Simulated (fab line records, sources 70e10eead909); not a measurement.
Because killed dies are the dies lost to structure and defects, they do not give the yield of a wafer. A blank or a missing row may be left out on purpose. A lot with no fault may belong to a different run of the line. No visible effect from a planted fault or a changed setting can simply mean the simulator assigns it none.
The tool behind it: which one? -- flow nand_harc -- 13 lots with 39 wafers sampled at 5 steps, on a route of 1302 steps

WHAT THE GAUGES SHOWED, per wafer
NHARC_HYBRID_BOND_OVL_MEAS_05. Usual: overlay_x_nm 0 nm, standard deviation 33; overlay_y_nm 2 nm, standard deviation 33.
lot,measured,on,overlay_x_nm (nm),overlay_y_nm (nm),flag
L833,day 23 10:33,overlay-02,9 -46 -13,32 8 69,
L835,day 24 04:58,overlay-02,-24 -23 31,-60 -13 -37,
L834,day 24 04:57,overlay-02,49 -37 10,-29 -48 10,
L836,day 24 04:57,overlay-01,-23 -5 -37,12 60 21,
L837,day 24 19:44,overlay-02,4 9 44,24 13 -35,
L840,day 26 19:49,overlay-02,22 -22 68,45 3 18,
L841,day 27 22:28,overlay-02,3 -68 12,25 30 116,
L842,day 27 09:32,overlay-01,5 31 -96,-7 -50 -12,
L844,day 28 06:57,overlay-02,-6 4 -28,-54 -30 48,
L847,day 29 12:37,overlay-01,40 -22 -62,11 4 -6,
L853,day 31 14:52,overlay-01,-17 -38 -34,6 22 -6,
L854,day 32 10:27,overlay-02,6 51 36,38 -63 -3,
L856,day 33 08:35,overlay-02,-31 -1 -28,41 -37 3,

NHARC_END_SORT_01. Usual: killed_at_array 64, standard deviation 16; killed_at_other 1.0, standard deviation 1.1; killed_at_periphery 3.5, standard deviation 2.3; killed_dies 69, standard deviation 17; killed_open 3.2, standard deviation 1.6; killed_short 2.4, standard deviation 1.6.
lot,measured,on,killed_at_array,killed_at_other,killed_at_periphery,killed_dies,killed_open,killed_short,flag
L844,day 29 02:22,prober-01,130 124 157,1 0 2,3 2 0,134 126 159,6 3 3,1 4 3,OFF
L847,day 30 12:36,prober-02,110 119 140,1 0 0,8 7 7,119 126 147,3 3 5,2 3 3,OFF

WHICH TOOL RAN EACH LOT (tool, then ch and the chambers of the sampled wafers, then the start)
lot,NHARC_A_SGD_CUT_PRECLEAN_18,NHARC_HYBRID_BOND_ACTIVATE_00,NHARC_THIN_TSV_PRE_CLEAN_54
L833,"wet_bench-06 ch 0,3,7, day 19 00:17","rie_diel-06 ch 0,2, day 23 02:26","pvd_sputter-01, day 23 19:13"
L835,"wet_bench-07 ch 1,3,7, day 19 15:40","rie_diel-06 ch 0,1, day 23 16:29","pvd_sputter-02, day 24 14:59"
L834,"wet_bench-06 ch 2,3,6, day 19 15:59","rie_diel-06 ch 1,2,3, day 23 16:05","pvd_sputter-03, day 24 14:13"
L836,"wet_bench-07 ch 3,4,5, day 19 18:26","rie_diel-06 ch 0,1, day 23 18:27","pvd_sputter-03, day 24 12:27"
L837,"wet_bench-03 ch 1,2,5, day 20 13:53","rie_diel-06 ch 2,3, day 24 10:34","pvd_sputter-02, day 25 03:37"
L840,"wet_bench-03 ch 1,2,6, day 22 17:46","rie_diel-06 ch 1,2, day 26 09:14","pvd_sputter-03, day 27 03:31"
L841,"wet_bench-07 ch 0,2,4, day 23 01:52","rie_diel-04 ch 1,2,3, day 27 11:13","pvd_sputter-01, day 28 07:14"
L842,"wet_bench-07 ch 1,2,7, day 23 03:44","rie_diel-06 ch 0,2,3, day 27 00:11","pvd_sputter-03, day 27 17:22"
L844,"wet_bench-07 ch 0,3,5, day 23 19:27","rie_diel-06 ch 1,3, day 27 21:34","pvd_sputter-01, day 28 14:31"
L847,"wet_bench-07 ch 1,5,6, day 24 19:44","rie_diel-04 ch 1,2, day 29 02:49","pvd_sputter-01, day 29 20:15"
L853,"wet_bench-03 ch 4,5,7, day 27 04:55","rie_diel-06 ch 0,1,3, day 31 04:11","pvd_sputter-01, day 31 23:17"
L854,"wet_bench-07 ch 0,2,5, day 28 00:56","rie_diel-06 ch 0,1,3, day 31 18:29","pvd_sputter-02, day 32 18:03"
L856,"wet_bench-07 ch 0,4,7, day 29 01:31","rie_diel-06 ch 2,3, day 33 00:14","pvd_sputter-02, day 33 16:10"
- NHARC_A_SGD_CUT_PRECLEAN_18: cleans in SC1.
- NHARC_HYBRID_BOND_ACTIVATE_00: chemistry N2, time 60 s.
- NHARC_THIN_TSV_PRE_CLEAN_54: time 30 s.

WHAT THE TOOLS THEMSELVES READ (means of the sampled wafers that have a number; where no wafer has one, the mark that the record gives instead)
NHARC_A_SGD_CUT_PRECLEAN_18. Usual: bath_guard_temp_C 49.9 C, standard deviation 0.52; diw_flow_mL_min 1415, standard deviation 4.2.
lot,tool,bath_guard_temp_C (C),diw_flow_mL_min,flag
L833,wet_bench-06,49.5,1412,
L835,wet_bench-07,49.9,1416,
L834,wet_bench-06,50.3,1414,
L836,wet_bench-07,50.0,1415,
L837,wet_bench-03,49.8,1412,
L840,wet_bench-03,49.3,1416,
L841,wet_bench-07,49.7,1419,
L842,wet_bench-07,49.9,1414,
L844,wet_bench-07,49.9,1418,
L847,wet_bench-07,50.1,1417,
L853,wet_bench-03,50.2,1413,
L854,wet_bench-07,50.1,1417,
L856,wet_bench-07,49.9,1415,

NHARC_HYBRID_BOND_ACTIVATE_00. Usual: drypump_motor_current_A 5.6 A, standard deviation 0.52; oes_product_au 1.000 a.u., standard deviation 0.0074; rf_vpp_V 63.9 V, standard deviation 0.91; showerhead_plenum_p_Torr 1.73 Torr, standard deviation 0.076.
lot,tool,drypump_motor_current_A (A),oes_product_au (a.u.),rf_vpp_V (V),showerhead_plenum_p_Torr (Torr),flag
L833,rie_diel-06,5.6,0.993,63.8,1.67,
L835,rie_diel-06,6.0,0.997,63.7,1.67,
L834,rie_diel-06,5.3,1.005,64.5,1.77,
L836,rie_diel-06,5.8,0.998,64.5,1.70,
L837,rie_diel-06,5.0,1.011,63.9,1.77,
L840,rie_diel-06,5.1,1.001,65.0,1.72,
L841,rie_diel-04,5.8,1.010,63.3,1.78,
L842,rie_diel-06,5.4,0.996,63.8,1.74,
L844,rie_diel-06,5.6,0.997,64.1,1.81,
L847,rie_diel-04,5.6,1.005,64.2,1.79,
L853,rie_diel-06,5.7,1.002,63.6,1.74,
L854,rie_diel-06,5.8,0.998,64.6,1.74,
L856,rie_diel-06,5.2,0.998,64.6,1.80,

NHARC_THIN_TSV_PRE_CLEAN_54. Usual: 440 W for heater_power_w, sd 45.
lot,tool,heater_power_w (W),flag
L833,pvd_sputter-01,444,
L835,pvd_sputter-02,457,
L834,pvd_sputter-03,402,
L836,pvd_sputter-03,382,
L837,pvd_sputter-02,471,
L840,pvd_sputter-03,422,
L841,pvd_sputter-01,471,
L842,pvd_sputter-03,399,
L844,pvd_sputter-01,448,
L847,pvd_sputter-01,470,
L853,pvd_sputter-01,439,
L854,pvd_sputter-02,465,
L856,pvd_sputter-02,450,

THE ANSWER, worked out from the rows above alone
Rule: lot off if the mean of its wafers having a number is beyond 3 standard deviations from the usual mean. Also off: a lot with no number at a reading for which 4 or more lots have one. The other lots that the step has rows for count as sound. The gauges are gone through in route order, then the tools' own readings, and for those a lot's mean is taken as printed above. At the first step where some lot is off, the reading lying furthest off is the one used; lots without a number count as furthest.
Off: L844, L847 (NHARC_END_SORT_01, killed_at_array). Neither off nor sound, because the step has no rows for them: L833, L835, L834, L836, L837, L840, L841, L842, L853, L854, L856.
A tool fits if, at a process step before that reading, it ran every lot that is off, and no sound lot after the first of them. The gauges at NHARC_END_SORT_01 are tried like those tools. 2 tools fit, wet_bench-07 at NHARC_A_SGD_CUT_PRECLEAN_18 and pvd_sputter-01 at NHARC_THIN_TSV_PRE_CLEAN_54, so this cannot tell which one it is.

WHAT HAD BEEN PUT IN BY THE SIMULATOR
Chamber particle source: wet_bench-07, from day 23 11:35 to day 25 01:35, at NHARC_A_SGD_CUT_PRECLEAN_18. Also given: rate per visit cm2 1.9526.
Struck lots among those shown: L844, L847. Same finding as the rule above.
